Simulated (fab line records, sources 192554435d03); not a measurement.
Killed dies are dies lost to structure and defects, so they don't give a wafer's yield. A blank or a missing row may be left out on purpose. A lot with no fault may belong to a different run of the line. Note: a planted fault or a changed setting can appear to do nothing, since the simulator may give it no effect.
Split-lot study | flow n5Finfet | 21 wafers read from 7 lots, route of 1938 steps

## ON THE SPLIT
At N5_BEOL_M10_DEP_56 (deposits SiCN from 3MS/NH3, target thk 15 nm, time 26.5 s), the setting timeS was moved away from the recipe's 26.5 s on 6 of the 21 wafers read, by -11.8% to +14.2%. All remaining wafers had this setting at the recipe value.

The reading comes from the split's own step.

## THE READING
SiCN_of_BEOL_M10_DEP_56.thkNm (the simulator's own value, which no gauge read), in nm, at N5_BEOL_M10_DEP_56 (deposits SiCN from 3MS/NH3, target thk 15 nm, time 26.5 s). The file gives no usual value for it. Average 15.1 nm, standard deviation 0.3 nm, over the 15 wafers here run with the recipe.

wafer  | tool, chamber at the split | timeS as run, s | against the recipe | SiCN_of_BEOL_M10_DEP_56.thkNm, nm | against lot-mates on the recipe
L077.2 | pecvd-03, 0                | 30.27           | +14.2%             | 16.8                              | no lot-mate on the recipe
L077.4 | pecvd-03, 1                | 30.27           | +14.2%             | 17.2                              | no lot-mate on the recipe
L077.6 | pecvd-03, 0                | 30.27           | +14.2%             | 17                                | no lot-mate on the recipe
L079.1 | pecvd-03, 2                | 23.46           | -11.5%             | 13.4                              | -1.9
L079.3 | pecvd-03, 1                | 26.5            | recipe             | 15.2                              | -
L079.6 | pecvd-03, 0                | 26.5            | recipe             | 15.4                              | -
L081.4 | pecvd-02, 1                | 26.5            | recipe             | 15                                | -
L081.5 | pecvd-02, 2                | 26.5            | recipe             | 14.8                              | -
L081.6 | pecvd-02, 0                | 29.02           | +9.5%              | 16                                | +1.1
L083.2 | pecvd-03, 2,0              | 26.5            | recipe             | 14.6                              | -
L083.3 | pecvd-03, 2,0              | 26.5            | recipe             | 14.6                              | -
L083.6 | pecvd-03, 2                | 26.5            | recipe             | 15                                | -
L088.1 | pecvd-04, 1                | 23.37           | -11.8%             | 13.2                              | -2.2
L088.3 | pecvd-04, 0,1              | 26.5            | recipe             | 15.4                              | -
L088.6 | pecvd-04, 0,1              | 26.5            | recipe             | 15.4                              | -
L086.1 | pecvd-03, 2                | 26.5            | recipe             | 15                                | -
L086.4 | pecvd-03, 2                | 26.5            | recipe             | 15.6                              | -
L086.6 | pecvd-03, 1                | 26.5            | recipe             | 15.4                              | -
L092.2 | pecvd-02, 1                | 26.5            | recipe             | 14.8                              | -
L092.4 | pecvd-02, 0,1              | 26.5            | recipe             | 15                                | -
L092.5 | pecvd-02, 0,1              | 26.5            | recipe             | 15                                | -
The file does not say which wafer passed through which chamber wherever a row lists several chambers: such a row stands for several wafers.

FIT RESULTS
A straight line over all 21 wafers: SiCN_of_BEOL_M10_DEP_56.thkNm changes by +0.138 nm for each +1% of timeS; r = +0.96; the points scatter about the line by 0.29 nm.
The same after taking each lot's own level away (the mean of its wafers on the recipe; 18 wafers): +0.159 nm for each +1%; r = +0.97; scatter 0.19 nm.
Per that fit: largest timeS move, reading shift of 2.3 nm.
Measured against the standard deviation above, the lots' own levels, which go from 14.73 to 15.40 nm, span 2.2 times it.
Hence the slope depends on the lot-to-lot level, as the two fits are not the same.
Check: -1.74 nm against its lot-mates is what the line predicts for one of the wafers moved furthest among these (-11.8%) when that wafer is left out of the fit. It came out at -2.2 nm against them.

## THESE WAFERS: OTHER SPLITS
Other splits were also applied to these wafers ahead of the reading. Each is held against what the fit with the lots' levels taken away leaves over:
other split on the same wafers    | wafers away from the commonest value | r with SiCN_of_BEOL_M10_DEP_56.thkNm (lot level and that fit taken away)
N5_BEOL_M6_EXPOSE_25 doseMj       | 4                                    | -0.52
N5_BEOL_M8_COAT_22 spinRpm        | 11                                   | -0.25
N5_BEOL_M8_ETCH_66 sourceW        | 2                                    | +0.38
N5_BEOL_M8_TRENCH_ETCH_37 sourceW | 9                                    | -0.01
N5_BEOL_M9_ETCH_66 timeS          | 5                                    | -0.17

## THE FILE'S OWN FIT
SiCN_of_BEOL_M10_DEP_56.thkNm changes by +0.161 nm for each +1% of timeS, r = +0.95.
